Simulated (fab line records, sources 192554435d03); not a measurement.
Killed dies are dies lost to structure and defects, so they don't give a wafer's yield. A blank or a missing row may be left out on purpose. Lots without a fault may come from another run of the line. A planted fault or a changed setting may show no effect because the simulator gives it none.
fab line records | flow n5_finfet
record lots=6 wafers=16 last_day=17
route steps=1938 shown BEOL_M6@1224 PASSIVATION@1936
lots that met no fault: from a run of the same line without faults
start_h: hours from the record's first day to the start of the lot's first wafer shown | wait_h: hours since the lot's step before | " the same as in the row above | L1.1+2: a row that stands for several wafers | - no value, or no start given | * or withheld: withheld | < > ~ a bound
route shown NAME@n: a module of which the file shows steps, and the number in the route of the first | usual: mean/standard deviation of fault-free wafers | same: alike in all rows | chamber/n: place in a boat | sites: the reading at each site | _std_site: their standard deviation | _edge_site: outer sites' mean less inner sites' | radius_mm: how far each site lies from the wafer's centre | mask NAME#n: copy n | behind: the tool/chamber that last shaped the wafer | hold: why the lot was held/for how many hours/how that ended | device: the transistor (n, p or np) that didn't switch | end of line: the same wafers' tests at the end of the route | a step without rows: its recipe alone | killed: dies lost to structure and defects at the first sort, not the wafer's yield | map: a wafer's dies, x killed, . not, _ none there
set.NAME: the setting as run; set.NAME@STEP: as run at that earlier step | model.NAME: the simulator's own value behind a step, which no gauge read
lots at some steps of the route; a table a step, a row a wafer
services: from which hour (start_h, from the record's first day; less than 0 if before it) a tool's chamber was out of use, for how many hours, and why
## steps
# step N5_BEOL_M6_EXPOSE_25
# recipe mask_id=V5 na=0.33 source_shape=annular sigma_inner=0.4 sigma_outer=0.8 polarization=unpolarized target_cd_nm=40 dose_mj=45
# step N5_BEOL_M6_PEB_26
# recipe peb_temp_c=100 peb_time_s=60 resist=CAR-EUV
# step N5_BEOL_M6_DEVELOP_27
# recipe develop_time_s=30 developer=TMAH resist=CAR-EUV rinse_liquid=surfactant_rinse dry=air_spin dev_temp_c=23
# step N5_BEOL_M6_CD_MEAS_28
# recipe target_cd_nm=40 landing_energy_ev=500 detector=se_inlens
# usual cd_nm=40.00/0.22
# columns lot.wafer tool chamber start_h wait_h cd_nm
L371.1 cd_sem-03 0 218.14 - 39.91
L371.2 " 0 " " 40.15
L371.6 " 0 " " 39.81
L378.1 cd_sem-02 0 255.67 - 39.96
L378.3 " 0 " " 39.99
L378.6 " 0 " " 40.05
L383.4 cd_sem-02 0 300.11 - 39.94
L383.6 " 0 " " 39.99
L384.3 cd_sem-01 0 302.08 - 39.59
L384.6 " 0 " " 40.05
L390.2 cd_sem-02 0 310.20 - 39.96
L390.4 " 0 " " 40.09
L390.6 " 0 " " 40.00
L389.1 cd_sem-01 0 329.51 - 39.54
L389.2 " 0 " " 40.18
L389.4 " 0 " " 40.31
# step N5_BEOL_M6_OVL_MEAS_29
# recipe points_per_wafer=522
# usual V5_OVL=0.8/0.65
# columns lot.wafer tool chamber start_h wait_h V5_OVL[nm]
L371.1 overlay-01 0 218.17 0.0 0.8
L371.2 " 0 " " 2.1
L371.6 " 0 " " 1.1
L378.1 overlay-02 0 255.70 0.0 0.7
L378.3 " 0 " " 0.8
L378.6 " 0 " " 0.2
L383.4 overlay-01 0 300.15 0.0 0.6
L383.6 " 0 " " 0.7
L384.3 overlay-01 0 302.12 0.0 1.2
L384.6 " 0 " " 0.2
L390.2 overlay-01 0 310.24 0.0 0.2
L390.4 " 0 " " 1.0
L390.6 " 0 " " 1.0
L389.1 overlay-02 0 329.54 0.0 0.2
L389.2 " 0 " " 1.1
L389.4 " 0 " " 1.4
# step N5_BEOL_M6_INSPECT_30
# recipe mode=adi inspect_instrument=brightfield
# usual raw_defect_count=414/81
# columns lot.wafer tool chamber start_h wait_h raw_defect_count
L371.1 defect_inspect-02 - 218.23 0.1 369
L371.2 " - " " 383
L371.6 " - " " 351
L378.1 defect_inspect-02 - 255.76 0.1 285
L378.3 " - " " 334
L378.6 " - " " 385
L383.4 defect_inspect-02 - 300.20 0.0 353
L383.6 " - " " 511
L384.3 defect_inspect-02 - 302.17 0.0 492
L384.6 " - " " 470
L390.2 defect_inspect-02 - 310.29 0.0 458
L390.4 " - " " 528
L390.6 " - " " 440
L389.1 defect_inspect-01 - 329.60 0.1 373
L389.2 " - " " 481
L389.4 " - " " 404
# step N5_BEOL_M6_DESCUM_33
# recipe chemistry=O2 time_s=7 source_power_w=50 bias_power_w=20 pressure_mtorr=20 rf_frequency_hz=2.712e+07 temp_c=40 resist=CAR-EUV o2_flow_sccm=225
# usual drypump_motor_current_A=5.5/0.37 oes_product_au=0.78/0.1 rf_vpp_V=243.7/1.1 showerhead_plenum_p_Torr=2.12/0.058 throttle_valve_pct=20.41/0.24
# same time_s=7
# columns lot.wafer tool chamber start_h wait_h drypump_motor_current_A oes_product_au rf_hours_counter_h rf_vpp_V showerhead_plenum_p_Torr throttle_valve_pct
L371.1 rie_diel-02 2 218.51 0.3 5.4 0.69 233 241.8 2.18 20.69
L371.2 " 3 " " 5.8 0.74 152 243.0 2.09 20.58
L371.6 " 3 " " 5.8 0.74 - 244.5 2.09 20.57
L378.1 rie_diel-01 0 255.80 0.0 5.6 0.99 2 243.5 2.14 19.79
L378.3 " 2 " " 4.8 0.69 223 242.0 2.05 20.46
L378.6 " 3 " " 5.2 0.70 - 242.0 2.06 20.39
L383.4 rie_diel-02 3 300.58 0.4 5.9 0.71 182 244.3 2.08 20.63
L383.6 " 3 " " 5.9 0.72 - 242.4 2.08 20.64
L384.3 rie_diel-02 1 302.20 0.0 5.7 0.66 244 245.0 2.16 20.77
L384.6 " 0 " " 5.2 0.83 - 246.1 2.21 20.47
L390.2 rie_diel-06 1 310.70 0.4 5.6 0.70 246 244.4 2.17 20.51
L390.4 " 2 " " 4.9 0.71 215 243.4 2.15 20.25
L390.6 " 3 " " 5.6 0.85 - 243.1 2.03 20.47
L389.1 rie_diel-01 1 329.64 0.0 6.1 0.75 141 242.5 2.09 20.40
L389.2 " 3 " " 5.2 0.92 15 242.7 2.05 20.00
L389.4 " 0 " " 5.6 0.92 - 245.1 2.13 19.84
# step N5_BEOL_M6_ETCH_72
# recipe chemistry=N2/H2 target=underlayer target_depth_a=65 mask_material=CAR-EUV time_s=5.2 ion_energy_ev=200 pressure_mtorr=30 source_w=840 bias_w=150 n2_flow_sccm=200 h2_flow_sccm=200 ends=cleared
# usual drypump_motor_current_A=5.5/0.37 etch_rf_on_time_s=5.15/0.14 oes_product_au=0.67/0.085 rf_vpp_V=524.8/2.1 showerhead_plenum_p_Torr=2.58/0.066 throttle_valve_pct=17.87/0.25
# columns lot.wafer tool chamber start_h wait_h drypump_motor_current_A etch_rf_on_time_s oes_product_au rf_hours_counter_h rf_vpp_V showerhead_plenum_p_Torr throttle_valve_pct
L371.1 rie_diel-02 2 218.55 0.0 5.5 5.10 0.60 233 525.0 2.60 17.95
L371.2 " 3 " " 5.9 5.22 0.63 152 525.2 2.53 17.93
L371.6 " 3 " " 5.9 5.17 0.62 - 525.0 2.53 17.93
L378.1 rie_diel-01 0 255.83 0.0 5.6 5.11 0.83 2 523.9 2.61 17.37
L378.3 " 2 " " 4.8 5.17 0.59 223 525.1 2.52 17.97
L378.6 " 3 " " 5.2 5.32 0.59 - 523.6 2.50 17.89
L383.4 rie_diel-02 3 300.62 0.0 5.8 5.21 0.61 182 523.9 2.52 17.97
L383.6 " 3 " " 5.9 5.25 0.61 - 524.5 2.52 17.97
L384.3 rie_diel-02 1 302.24 0.0 5.6 5.41 0.57 244 526.3 2.62 18.29
L384.6 " 0 " " 5.2 5.27 0.71 - 527.8 2.69 17.95
L390.2 rie_diel-06 1 310.74 0.0 5.6 5.08 0.59 246 526.7 2.59 17.68
L390.4 " 2 " " 5.0 5.18 0.60 215 526.8 2.61 17.76
L390.6 " 3 " " 5.7 4.87 0.75 - 520.2 2.46 17.93
L389.1 rie_diel-01 1 329.67 0.0 6.2 5.15 0.64 141 523.6 2.54 17.93
L389.2 " 3 " " 5.2 5.35 0.77 15 520.6 2.50 17.46
L389.4 " 0 " " 5.7 5.18 0.78 - 524.8 2.60 17.40
# step N5_BEOL_M6_ETCH_65
# recipe chemistry=CF4 target=SiARC target_depth_a=156 mask_material=CAR-EUV time_s=26 ion_energy_ev=80 pressure_mtorr=40 source_w=545 bias_w=36 Ar_flow_sccm=100 cf4_flow_sccm=100 ends=cleared
# usual drypump_motor_current_A=5.5/0.37 etch_rf_on_time_s=25.8/0.64 oes_product_au=0.67/0.086 rf_vpp_V=184.5/1.1 showerhead_plenum_p_Torr=2.17/0.053 throttle_valve_pct=15.62/0.23
# columns lot.wafer tool chamber start_h wait_h drypump_motor_current_A etch_rf_on_time_s oes_product_au rf_hours_counter_h rf_vpp_V showerhead_plenum_p_Torr throttle_valve_pct
L371.1 rie_diel-02 2 218.56 0.0 5.4 25.5 0.60 233 185.0 2.21 15.81
L371.2 " 3 " " 5.9 25.9 0.64 152 185.2 2.14 15.76
L371.6 " 3 " " 5.9 26.0 0.63 - 184.4 2.14 15.76
L378.1 rie_diel-01 0 255.85 0.0 5.6 25.5 0.85 2 184.9 2.20 15.10
L378.3 " 2 " " 4.8 25.9 0.60 223 184.2 2.12 15.77
L378.6 " 3 " " 5.3 26.6 0.59 - 182.2 2.12 15.65
L383.4 rie_diel-02 3 300.63 0.0 5.9 25.8 0.61 182 183.6 2.13 15.83
L383.6 " 3 " " 5.9 26.0 0.61 - 184.7 2.13 15.81
L384.3 rie_diel-02 1 302.25 0.0 5.6 26.7 0.58 244 183.9 2.20 15.92
L384.6 " 0 " " 5.2 26.4 0.72 - 184.9 2.26 15.67
L390.2 rie_diel-06 1 310.75 0.0 5.6 25.9 0.59 246 186.3 2.20 15.65
L390.4 " 2 " " 4.9 26.1 0.59 215 184.6 2.21 15.52
L390.6 " 3 " " 5.6 24.6 0.75 - 182.5 2.09 15.66
L389.1 rie_diel-01 1 329.69 0.0 6.1 25.1 0.65 141 182.8 2.14 15.60
L389.2 " 3 " " 5.2 26.2 0.77 15 183.6 2.11 15.17
L389.4 " 0 " " 5.6 25.3 0.79 - 185.5 2.19 15.15
# step N5_BEOL_M6_ETCH_66
# recipe chemistry=N2/H2 target=SOC target_depth_a=800 overetch_a=160 mask_material=SiARC temp_c=40 time_s=120 ion_energy_ev=200 pressure_mtorr=30 source_w=840 bias_w=150 n2_flow_sccm=200 h2_flow_sccm=200
# usual drypump_motor_current_A=5.5/0.37 oes_product_au=0.60/0.072 rf_vpp_V=524.9/1.9 run_length_s=143.3/0.36 showerhead_plenum_p_Torr=2.58/0.066 throttle_valve_pct=17.82/0.25
# same time_s=120
# columns lot.wafer tool chamber start_h wait_h drypump_motor_current_A oes_product_au rf_hours_counter_h rf_vpp_V run_length_s showerhead_plenum_p_Torr throttle_valve_pct
L371.1 rie_diel-02 2 218.59 0.0 5.4 0.53 233 525.5 143.4 2.60 17.89
L371.2 " 3 " " 5.9 0.56 152 523.3 143.7 2.54 17.87
L371.6 " 3 " " 5.8 0.57 - 521.9 143.7 2.53 17.88
L378.1 rie_diel-01 0 255.88 0.0 5.6 0.75 2 526.3 143.0 2.61 17.31
L378.3 " 2 " " 4.8 0.54 223 523.4 143.1 2.52 17.91
L378.6 " 3 " " 5.2 0.53 - 522.5 143.4 2.50 17.85
L383.4 rie_diel-02 3 300.66 0.0 5.9 0.55 182 523.1 143.1 2.52 17.93
L383.6 " 3 " " 5.9 0.54 - 523.2 143.7 2.52 17.94
L384.3 rie_diel-02 1 302.28 0.0 5.6 0.52 244 526.0 143.4 2.62 18.25
L384.6 " 0 " " 5.2 0.64 - 528.3 143.8 2.69 17.92
L390.2 rie_diel-06 1 310.78 0.0 5.6 0.53 246 526.2 142.6 2.59 17.62
L390.4 " 2 " " 5.0 0.53 215 525.2 142.5 2.61 17.71
L390.6 " 3 " " 5.7 0.64 - 521.3 143.6 2.46 17.84
L389.1 rie_diel-01 1 329.72 0.0 6.2 0.57 141 524.0 143.5 2.54 17.89
L389.2 " 3 " " 5.2 0.69 15 523.5 143.5 2.50 17.42
L389.4 " 0 " " 5.6 0.70 - 526.1 143.2 2.60 17.37
# step N5_BEOL_M6_STRIP_69
# recipe chemistry=N2/H2 temp_c=40 n2_flow_sccm=200 h2_flow_sccm=200 rf_frequency_hz=6e+07
# step N5_BEOL_M6_STRIP_73
# recipe chemistry=N2/H2 temp_c=40 n2_flow_sccm=200 h2_flow_sccm=200 rf_frequency_hz=6e+07
# step N5_BEOL_M6_VIA_ETCH_34
# recipe chemistry=C4F6/O2 target=SiCOH_lowk target_depth_a=1263 mask_material=SOC taper_deg=4 time_s=50.9 ion_energy_ev=250 pressure_mtorr=30 source_w=345 bias_w=185 Ar_flow_sccm=300 C4F6_flow_sccm=10 O2_flow_sccm=10
# usual O2_flow_sccm=10.01/0.033 drypump_motor_current_A=5.5/0.37 oes_product_au=0.78/0.098 rf_vpp_V=664/14 run_length_s=74.1/0.33 showerhead_plenum_p_Torr=2.89/0.068 throttle_valve_pct=20.90/0.2
# columns lot.wafer tool chamber start_h wait_h O2_flow_sccm drypump_motor_current_A oes_product_au rf_hours_counter_h rf_vpp_V run_length_s showerhead_plenum_p_Torr throttle_valve_pct model.etch.depth_nm model.SOC_of_BEOL_M6_COAT_63.thk_nm
L371.1 rie_diel-02 2 218.69 0.0 9.94 5.4 0.70 233 675 73.7 2.93 21.02 127.2 53.6
L371.2 " 3 " " 9.93 5.9 0.73 152 659 74.1 2.84 21.01 126 53.6
L371.6 " 3 " " 9.95 5.9 0.74 - 660 74.2 2.84 20.98 126.8 53.8
L378.1 rie_diel-01 0 255.98 0.0 9.98 5.6 0.98 2 642 74.1 2.94 20.49 126.6 54
L378.3 " 2 " " 10.01 4.8 0.71 223 675 73.7 2.83 21.07 125.6 54
L378.6 " 3 " " 9.99 5.2 0.70 - 672 74.1 2.82 20.93 123.4 54
L383.4 rie_diel-02 3 300.76 0.0 10.02 5.9 0.71 182 659 74.3 2.82 21.05 125.7 54
L383.6 " 3 " " 10.04 5.9 0.71 - 658 90.8 2.82 21.05 165.2 51.8
L384.3 rie_diel-02 1 302.38 0.0 10.05 5.6 0.67 244 674 90.3 2.92 21.12 161 52.4
L384.6 " 0 " " 10.02 5.2 0.83 - 661 90.7 2.98 20.87 164.7 52
L390.2 rie_diel-06 1 310.88 0.0 10.02 5.6 0.70 246 684 73.7 2.92 20.80 129.2 54.2
L390.4 " 2 " " 10.05 5.0 0.71 215 675 73.5 2.95 20.86 127.4 54.2
L390.6 " 3 " " 10.06 5.6 0.87 - 645 74.4 2.78 20.99 131.6 54
L389.1 rie_diel-01 1 329.82 0.0 9.99 6.1 0.74 141 645 74.6 2.84 20.82 126.6 53.8
L389.2 " 3 " " 9.97 5.2 0.90 15 669 74.0 2.81 20.54 125.2 53.6
L389.4 " 0 " " 10.00 5.6 0.90 - 639 74.6 2.93 20.49 125.9 53.8
# step N5_BEOL_M6_STRIP_76
# recipe chemistry=C4F6/O2 resist=SiARC rf_frequency_hz=6e+07
# step N5_PASSIVATION_PROBE_49
# usual defect_limited_yield=91.3/1.5 killed_at_M0_to_M3=34/10 killed_at_M4_up=13/4.9 killed_at_contacts=13/6.1 killed_at_front_end=39/13 killed_at_other=4.1/2.7 killed_dies=103/18 killed_open=68/13 killed_short=32/7.6 sort_bin_5_function=5.2/1 sort_bin_6_memory=3.2/0.75 sort_n_pass=1077/18 sort_yield_pct=91.3/1.5
# same gross_dies=1180 killed_at_back_side=0 sort_bin_4_leakage[%]=0 sort_bin_8_speed[%]=0
# columns lot.wafer tool chamber start_h wait_h defect_limited_yield[%] killed_at_M0_to_M3 killed_at_M4_up killed_at_contacts killed_at_front_end killed_at_other killed_dies killed_open killed_short sort_bin_5_function[%] sort_bin_6_memory[%] sort_n_pass sort_yield_pct[%]
L371.1 prober-01 - 298.05 0.0 90.8 27 12 14 55 0 108 67 34 5.4 3.1 1072 90.8
L371.2 prober-01 - 298.10 0.1 92.7 25 6 7 47 1 86 63 20 3.8 3.4 1094 92.7
L371.6 prober-01 - 298.30 0.3 92.7 26 7 18 33 2 86 59 26 5.0 1.9 1094 92.7
L378.1 prober-02 - 345.33 0.0 92.5 32 16 11 27 3 89 53 33 4.6 2.8 1091 92.5
L378.3 prober-02 - 345.43 0.1 91.2 31 20 16 33 4 104 70 30 6.2 2.6 1076 91.2
L378.6 prober-02 - 345.58 0.3 91.9 39 18 13 24 2 96 59 33 4.7 3.2 1084 91.9
L384.3 prober-01 - 385.75 0.1 94.1 14 11 6 34 5 70 42 27 4.3 1.4 1110 94.1
L384.6 prober-01 - 385.90 0.3 94.1 17 17 18 16 2 70 52 17 3.5 2.4 1110 94.1
L383.4 prober-02 - 395.87 0.2 93.2 29 11 5 34 1 80 49 24 3.4 3.1 1100 93.2
L383.6 prober-02 - 395.97 0.3 93.6 25 14 9 26 2 76 54 21 4.1 2.1 1104 93.6
L390.2 prober-01 - 399.02 0.1 90.5 29 8 14 57 4 112 76 33 6.5 2.7 1068 90.5
L390.4 prober-01 - 399.12 0.2 91.7 29 10 3 52 4 98 62 35 4.7 3.0 1082 91.7
L390.6 prober-01 - 399.22 0.3 92.7 23 12 15 32 4 86 52 33 3.6 2.9 1094 92.7
L389.1 prober-02 - 416.87 0.0 90.3 43 12 12 39 9 115 76 38 5.0 4.5 1065 90.3
L389.2 prober-02 - 416.92 0.1 88.0 53 11 28 47 3 142 97 43 6.3 5.5 1038 88.0
L389.4 prober-02 - 417.02 0.2 87.8 63 7 20 48 6 144 103 40 7.3 4.7 1036 87.8
# killed by level:class
L371.1 STI_FIN_REVEAL:geometric_particle:open=10 MOL_CONTACT_COAG:geometric_particle:open=10 DUMMY_GATE:geometric_particle:open=9 FIN_SAQP:geometric_particle:short=7 BEOL_M0_SAQP:geometric_particle:short=7 BEOL_M0_SAQP:geometric_particle:open=6 BEOL_M0:geometric_particle:open=6 FIN_SAQP:geometric_particle:open=5
L371.2 FIN_SAQP:geometric_particle:open=13 STI_FIN_REVEAL:geometric_particle:open=10 DUMMY_GATE:geometric_particle:open=8 MOL_CONTACT_COAG:geometric_particle:open=6 BEOL_M0_SAQP:geometric_particle:short=5 BEOL_M3:geometric_particle:open=5 FIN_SAQP:geometric_particle:short=3 BEOL_M4:geometric_particle:open=3
L371.6 MOL_CONTACT_COAG:geometric_particle:open=15 FIN_SAQP:geometric_particle:open=14 DUMMY_GATE:geometric_particle:open=5 BEOL_M0_SAQP:geometric_particle:short=4 BEOL_M1:geometric_particle:open=4 FIN_SAQP:geometric_particle:short=3 BEOL_M0_SAQP:geometric_particle:open=3 BEOL_M2:geometric_particle:open=3
L378.1 BEOL_M0_SAQP:geometric_particle:short=10 MOL_CONTACT_COAG:geometric_particle:open=8 BEOL_M0_SAQP:geometric_particle:open=8 BEOL_M4:geometric_particle:open=7 STI_FIN_REVEAL:geometric_particle:open=6 STARTING-WAFER:geometric_particle:open=4 STI_FIN_REVEAL:geometric_particle:short=3 MIM_TOP:geometric_particle:open=3
L378.3 MOL_CONTACT_COAG:geometric_particle:open=13 BEOL_M4:geometric_particle:open=12 BEOL_M0_SAQP:geometric_particle:open=7 FIN_SAQP:geometric_particle:short=6 BEOL_M0_SAQP:geometric_particle:short=6 GATE_CUT:geometric_particle:open=5 FIN_SAQP:geometric_particle:open=4 DUMMY_GATE:geometric_particle:open=4
L378.6 BEOL_M0_SAQP:geometric_particle:short=11 BEOL_M0_SAQP:geometric_particle:open=11 MOL_CONTACT_COAG:geometric_particle:open=9 BEOL_M4:geometric_particle:open=8 STI_FIN_REVEAL:geometric_particle:open=7 BEOL_M3:geometric_particle:open=6 FIN_SAQP:geometric_particle:short=5 BEOL_M1:geometric_particle:open=5
L384.3 STI_FIN_REVEAL:geometric_particle:open=8 MOL_CONTACT_COAG:geometric_particle:open=5 FIN_SAQP:geometric_particle:short=4 GATE_CUT:geometric_particle:short=4 GATE_CUT:geometric_particle:open=4 BEOL_M4:geometric_particle:open=4 FIN_SAQP:geometric_particle:open=3 BEOL_M0_SAQP:geometric_particle:open=3
L384.6 MOL_CONTACT_COAG:geometric_particle:open=17 BEOL_M4:geometric_particle:open=11 BEOL_M2:geometric_particle:open=7 GATE_CUT:geometric_particle:short=5 BEOL_M1:geometric_particle:open=3 FIN_SAQP:geometric_particle:short=2 BEOL_M2:geometric_particle:short=2 BEOL_M3:geometric_particle:open=2
L383.4 BEOL_M2:geometric_particle:open=8 BEOL_M3:geometric_particle:open=7 STI_FIN_REVEAL:geometric_particle:open=4 GATE_CUT:geometric_particle:open=4 GATE_CUT:geometric_particle:short=4 BEOL_M4:geometric_particle:open=4 ILD0:geometric_particle:open=3 BEOL_M0_SAQP:geometric_particle:short=3
L383.6 BEOL_M3:geometric_particle:open=10 FIN_SAQP:geometric_particle:open=6 BEOL_M0_SAQP:geometric_particle:open=6 MOL_CONTACT_COAG:geometric_particle:open=6 DUMMY_GATE:geometric_particle:open=5 FIN_SAQP:geometric_particle:short=4 BEOL_M8:geometric_particle:open=4 STARTING-WAFER:geometric_particle:short=4
L390.2 FIN_SAQP:geometric_particle:open=13 MOL_CONTACT_COAG:geometric_particle:open=11 STI_FIN_REVEAL:geometric_particle:open=10 BEOL_M2:geometric_particle:open=7 BEOL_M3:geometric_particle:open=7 GATE_CUT:geometric_particle:short=6 STARTING-WAFER:geometric_particle:open=6 FIN_SAQP:geometric_particle:short=5
L390.4 FIN_SAQP:geometric_particle:short=11 FIN_SAQP:geometric_particle:open=10 STI_FIN_REVEAL:geometric_particle:open=8 BEOL_M0_SAQP:geometric_particle:open=5 BEOL_M3:geometric_particle:open=5 STARTING-WAFER:geometric_particle:short=4 GATE_CUT:geometric_particle:short=4 BEOL_M2:geometric_particle:open=4
L390.6 MOL_CONTACT_COAG:geometric_particle:open=9 FIN_SAQP:geometric_particle:short=7 BEOL_M2:geometric_particle:open=6 FIN_SAQP:geometric_particle:open=5 MOL_CONTACT_COAG:geometric_particle:short=5 BEOL_M3:geometric_particle:open=5 DUMMY_GATE:geometric_particle:open=4 BEOL_M4:geometric_particle:open=4
L389.1 STI_FIN_REVEAL:geometric_particle:open=15 MOL_CONTACT_COAG:geometric_particle:open=10 GATE_CUT:geometric_particle:short=9 BEOL_M0_SAQP:geometric_particle:short=9 BEOL_M0:geometric_particle:open=9 BEOL_M1:geometric_particle:open=8 GATE_CUT:geometric_particle:open=5 BEOL_M2:geometric_particle:open=5
L389.2 MOL_CONTACT_COAG:geometric_particle:open=22 STI_FIN_REVEAL:geometric_particle:open=14 BEOL_M0:geometric_particle:open=11 BEOL_M3:geometric_particle:open=10 FIN_SAQP:geometric_particle:short=7 BEOL_M1:geometric_particle:open=7 BEOL_M0_SAQP:geometric_particle:open=6 MOL_CONTACT_COAG:geometric_particle:short=6
L389.4 FIN_SAQP:geometric_particle:open=19 MOL_CONTACT_COAG:geometric_particle:open=18 BEOL_M0_SAQP:geometric_particle:open=14 BEOL_M0_SAQP:geometric_particle:short=13 STI_FIN_REVEAL:geometric_particle:open=10 BEOL_M2:geometric_particle:open=9 BEOL_M1:geometric_particle:open=8 BEOL_M0:geometric_particle:open=5
## services
# columns tool chamber start_h hours kind
rie_diel-06 2 200.16 11.6 repair
rie_diel-01 0 226.58 - clean
rie_diel-01 0 226.58 - consumable_replace:focus_ring
rie_diel-01 0 226.58 21.1 scheduled_down
rie_diel-01 0 226.58 21.1 vent_cycle
rie_diel-06 1 236.41 28.9 repair
rie_diel-01 - 239.89 2.8 pm
rie_diel-02 2 264.71 - clean
rie_diel-02 2 264.71 - consumable_replace:focus_ring
rie_diel-02 2 264.71 13.3 scheduled_down
rie_diel-02 2 264.71 13.3 vent_cycle
rie_diel-01 3 270.90 - clean
rie_diel-01 3 270.90 - consumable_replace:focus_ring
rie_diel-01 3 270.90 12.4 scheduled_down
rie_diel-01 3 270.90 12.4 vent_cycle
rie_diel-06 - 275.56 1.1 repair
rie_diel-06 2 292.86 4.8 repair
rie_diel-02 1 313.80 7.5 repair
rie_diel-02 0 323.72 4.4 repair
rie_diel-01 2 327.50 8.7 repair
rie_diel-02 1 328.18 - clean
rie_diel-02 1 328.18 - consumable_replace:focus_ring
rie_diel-02 1 328.18 22.6 scheduled_down
rie_diel-02 1 328.18 22.6 vent_cycle
## key
first_sign step=N5_BEOL_M6_VIA_ETCH_34 reading=run_length_s direction=up sigmas=50 usual=* struck=*
effect none on later readings
model_effect step=N5_BEOL_M6_VIA_ETCH_34 value=etch.depth_nm without=124.1 struck=163.6
met_at N5_BEOL_M6_VIA_ETCH_34
struck_wafers L383.6,L384.3,L384.6
onset_between 218.69 300.76
fault kind=process_parameter_drift tool=rie_diel-02 chamber=- onset_h=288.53 steps=N5_BEOL_M6_VIA_ETCH_34 channel=time_s offset=* shape=step end_h=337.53 scope=struck_wafers_only acts_in=* stated=*
